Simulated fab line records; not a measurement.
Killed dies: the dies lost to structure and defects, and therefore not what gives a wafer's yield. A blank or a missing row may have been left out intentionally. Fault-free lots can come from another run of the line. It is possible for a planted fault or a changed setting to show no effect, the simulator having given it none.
Chamber matching | flow n5Finfet | 4 sister chambers for N5_BEOL_M1_ETCHBACK_99 on rieDiel-02
The step etches SiO2 in CHF3, target depth 5 nm, time 10.4 s. 4 wafers are shown with their chamber, then 9 later ones without.

## WAFERS WITH THEIR CHAMBER
wafer  | chamber | drypumpMotorCurrentA (A)
L086.5 | 0       | 5.6
L088.1 | 2       | 5.9
L088.2 | 1       | 5.6
L088.5 | 3       | 5.3

## WAFERS WITH NO CHAMBER GIVEN
wafer  | drypumpMotorCurrentA (A)
L094.1 | 5.4
L094.2 | 5.6
L094.5 | 5.4
L093.3 | 5.6
L093.4 | 5.6
L093.5 | 5.6
L096.1 | 5.6
L096.2 | 5.6
L096.6 | 5.6

## CHAMBER TAKEN BY EACH
wafer  | from the rows above     | in truth
L094.1 | 3                       | 3
L094.2 | can't be placed: 0 or 1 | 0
L094.5 | 3                       | 3
L093.3 | can't be placed: 0 or 1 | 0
L093.4 | can't be placed: 0 or 1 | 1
L093.5 | can't be placed: 0 or 1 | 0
L096.1 | can't be placed: 0 or 1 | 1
L096.2 | can't be placed: 0 or 1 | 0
L096.6 | can't be placed: 0 or 1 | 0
Placed correctly: 2 of 9. From these rows, 7 cannot be placed; in 7 the true chamber is one of the candidates. 0 placed wrongly.
How it was worked out, from the rows above alone: a wafer's distance from a chamber is the root of the sum, over the readings, of the square of ((its reading less the chamber's mean) divided by the reading's scatter). If the next closest chamber is less than 2 further off than the closest, the wafer can't be placed; otherwise it belongs to the closest. A chamber's mean is the mean of its shown wafers. The scatter: root of mean squared gap, hidden wafer to nearest shown wafer, with one shown wafer a chamber.
